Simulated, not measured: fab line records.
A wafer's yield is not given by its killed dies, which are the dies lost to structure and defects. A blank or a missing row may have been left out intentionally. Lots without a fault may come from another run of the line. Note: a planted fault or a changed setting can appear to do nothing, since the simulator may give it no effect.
A struck lot beside a sound one || flow nand-harc || 16 out of 1302 route steps
Sound: the wafers L373.2, L373.3, L373.5. Wafers L380.1, L380.3, L380.4 were the ones struck. The cause is given at the end.
Per side, at each step with rows, come the tool, then ch with its chambers, and then its first start. Under that, the readings that differ: sound wafers || struck wafers || difference of the means || sigmas: that difference in standard deviations of wafers without a fault.
alike: a reading whose means differ by less than 2 such deviations, as well as words and numbers matching on both sides. not compared: withheld readings; readings where some wafer has no value; bounds like >300 that might hide an equal value; numbers whose values overlap and for which the record gives no deviation.
Wherever a step has rows on one side only, a row that says differs or no value, or a row with sigmas, the two part there. Non-overlapping numbers with no deviation appear without sigmas and do not part them. A reading that every wafer of one side lacks parts them only if that side has two wafers or more.

first, 1 step without rows for these wafers: NHARC_A_M0_DESCUM_14 (chemistry O2, time 3 s).
NHARC_A_M0_ETCH_34: etches the open film in N2/H2, target depth 40 nm, overetch 12 nm, time 43.94 s.
  sound on rie-diel-06 ch 1,2,3, day 23 17:25; struck on rie-diel-01 ch 0,1,2, day 25 08:33
  alike: drypump-motor-current-A, oes-product-au, rf-vpp-V, showerhead-plenum-p-Torr, throttle-valve-pct
  not compared: rf-hours-counter-h
NHARC_A_M0_ETCH_15: etches the open film in C4F8/Ar, target depth 150 nm, overetch 15 nm, time 82.5 s.
  sound: rie-diel-06 ch 0,1,3; struck: rie-diel-01 ch 0,1,3
  alike: oes-product-au, rf-vpp-V
  not compared: rf-hours-counter-h
NHARC_A_M0_CD_MEAS_16:
  sound on cd-sem-01, day 23 17:37; struck on cd-sem-03, day 25 08:46
  alike: cd-nm
then, 2 steps without rows for these wafers: NHARC_A_M0_STRIP_18 (strips in N2/H2); NHARC_A_M0_STRIP_19 (strips in post etch residue remover, time 600 s).
NHARC_A_M0_DEGAS_28: time 60 s.
  sound on pvd-sputter-01, day 23 18:14; struck on pvd-sputter-02, day 25 09:23
  alike: heater-power-w
then, 1 step without rows for these wafers: NHARC_A_M0_PRE_CLEAN_29 (time 30 s).
NHARC_A_M0_PVD_20: deposits TaN, target thk 5 nm, time 8.06 s.
  sound on pvd-sputter-01; struck on pvd-sputter-02
  alike: cathode-dc-power-W, chamber-pressure-pa, throttle-valve-pct
then, 2 steps without rows for these wafers: NHARC_A_M0_PVD_21 (deposits Cu, target thk 30 nm, time 20.49 s); NHARC_A_M0_ECD_22 (material Cu, target thk 400 nm).
NHARC_A_M0_ANNEAL_30: time 90 s.
  sound on rtp-anneal-01 ch 0, day 23 19:02; struck on rtp-anneal-02 ch 0, day 25 10:09
  alike: anneal-temp-c, wafer_temp_C_max
NHARC_A_M0_CMP_23: polishes, t overpolish 20 s, target thk 113.75 nm.
  sound on cmp-03 ch 0,1,3, day 23 19:21; struck on cmp-03 ch 0,1,3, day 25 10:29
  no value came back on the struck wafers for edge-zone-pressure-frac, motor-current-A (A), t-overpolish-s (s), time-to-endpoint-s (s); on the sound wafers edge-zone-pressure-frac reads 0.991 1.007 1.008
NHARC_A_M0_THK_MEAS_24: measures by xrf.
  sound on film-metro-01, day 23 19:38; struck on film-metro-01, day 25 10:49
{"reading": "thk-nm (nm)", "sound": "113.0 113.9 114.7", "struck": "396.9 394.0 397.7", "difference": "+282.3", "sigmas": "+99 or more"}
next, for these wafers, 1 step has no rows: NHARC_A_M0_SRD_25.
NHARC_END_SORT_01:
  sound on prober-02 ch 0, day 25 12:40; struck on prober-01 ch 0, day 26 22:26
{"reading": "defect-limited-yield (%)", "sound": "90.0 89.1 88.9", "struck": "0 0 0", "difference": -89, "sigmas": -34}
{"reading": "killed-at-array", "sound": "67 69 68", "struck": "675 671 671", "difference": "+604", "sigmas": "+34"}
{"reading": "killed-dies", "sound": "68 74 75", "struck": "677 677 677", "difference": "+605", "sigmas": "+34"}
  alike: killed-at-other, killed-at-periphery, killed-open, killed-short

== WHERE THEY PART ==
At NHARC_A_M0_CMP_23 first; at NHARC_END_SORT_01 last (within this record only).

WHY: whatever the simulator had introduced
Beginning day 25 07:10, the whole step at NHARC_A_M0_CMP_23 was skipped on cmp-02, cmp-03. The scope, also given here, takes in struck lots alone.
